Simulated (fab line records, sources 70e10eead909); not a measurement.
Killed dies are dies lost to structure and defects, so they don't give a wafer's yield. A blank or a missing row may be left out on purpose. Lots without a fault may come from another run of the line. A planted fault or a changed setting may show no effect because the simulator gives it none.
A struck lot beside a sound one | flow nand_harc | 15 steps out of a route of 1159
Sound: wafers L840.1, L840.3, L840.6. Struck: wafer L843.1. (L843.2, L843.3 of the same lot were not struck and are left out.) The cause comes at the end.
At each step with rows: each side's tool, then ch and its chambers, then its first start. Under that, the readings that differ: sound wafers | struck wafers | difference of the means | sigmas: that difference in standard deviations of wafers without a fault.
alike: readings whose means differ by less than 2 such deviations, and words and numbers that are the same on both sides. not compared: withheld readings, readings that some wafer has no value for, bounds like >300 that may hide the same value, and numbers for which the record gives no deviation and whose values overlap.
The two part at a step that has a row with sigmas, a row that says differs or no value, or rows on one side only. Numbers that don't overlap but have no deviation are shown without sigmas and don't part them. A reading that every wafer of one side lacks parts them only if that side has two wafers or more.

first, 1 step without rows for these wafers: NHARC_A_ONON_D1_DEP_09 (target thk 1000 nm).
NHARC_A_ONON_D1_THK_MEAS_11: measures by ellipsometry.
  sound on film_metro-01, day 9 12:28; struck on film_metro-01, day 10 09:04
  alike: thk_nm
then, 1 step without rows for these wafers: NHARC_A_ONON_D1_DEP_12 (target thk 1000 nm).
NHARC_A_ONON_D1_THK_MEAS_14: measures by ellipsometry.
  sound on film_metro-02, day 9 13:02; struck on film_metro-01, day 10 09:38
  alike: thk_nm
then, 2 steps without rows for these wafers: NHARC_A_ONON_D1_ANNEAL_15 (time 3600 s); NHARC_A_ONON_D1_DEP_16 (target thk 1000 nm).
NHARC_A_ONON_D1_THK_MEAS_18: measures by ellipsometry.
  sound on film_metro-02, day 9 19:45; struck on film_metro-02, day 10 16:50
  reading     | sound          | struck | difference | sigmas
  thk_nm (nm) | 1024 1024 1026 | 989    | -36        | -3
then, 1 step without rows for these wafers: NHARC_A_ONON_D1_DEP_19 (target thk 1000 nm).
NHARC_A_ONON_D1_THK_MEAS_21: measures by ellipsometry.
  sound on film_metro-01, day 9 20:19; struck on film_metro-02, day 10 17:26
  alike: thk_nm
then, 1 step without rows for these wafers: NHARC_A_ONON_D1_DEP_22 (target thk 1000 nm).
NHARC_A_ONON_D1_THK_MEAS_24: measures by ellipsometry.
  sound on film_metro-01, day 9 20:53; struck on film_metro-01, day 10 17:59
  reading     | sound          | struck | difference | sigmas
  thk_nm (nm) | 1014 1014 1014 | 996    | -18        | -2
NHARC_A_ONON_D1_DEP_25: target thk 1000 nm.
  sound on pecvd_onon-04 ch 0, day 9 20:56; struck on pecvd_onon-04 ch 0, day 10 18:03
NHARC_A_ONON_D1_THK_MEAS_27: measures by ellipsometry.
  sound on film_metro-02, day 9 21:26; struck on film_metro-01, day 10 18:34
  reading     | sound          | struck | difference | sigmas
  thk_nm (nm) | 1009 1008 1008 | 568    | -440       | -52
then, 1 step without rows for these wafers: NHARC_A_ONON_D1_DEP_28 (target thk 1000 nm).
-- the record jumps here: 11 days lie between the struck wafers' starts before and after (it left off in module A_ONON_D1 and takes up again in module END, whose first step shown is number 1159 of the route) --
NHARC_END_SORT_01:
  the record has rows for the struck wafers here (prober-01 ch 0, day 21 17:13) and none for the sound ones

WHERE THEY PART
First at NHARC_A_ONON_D1_THK_MEAS_18; last, within this record, at NHARC_END_SORT_01.

WHY: what the simulator had put in
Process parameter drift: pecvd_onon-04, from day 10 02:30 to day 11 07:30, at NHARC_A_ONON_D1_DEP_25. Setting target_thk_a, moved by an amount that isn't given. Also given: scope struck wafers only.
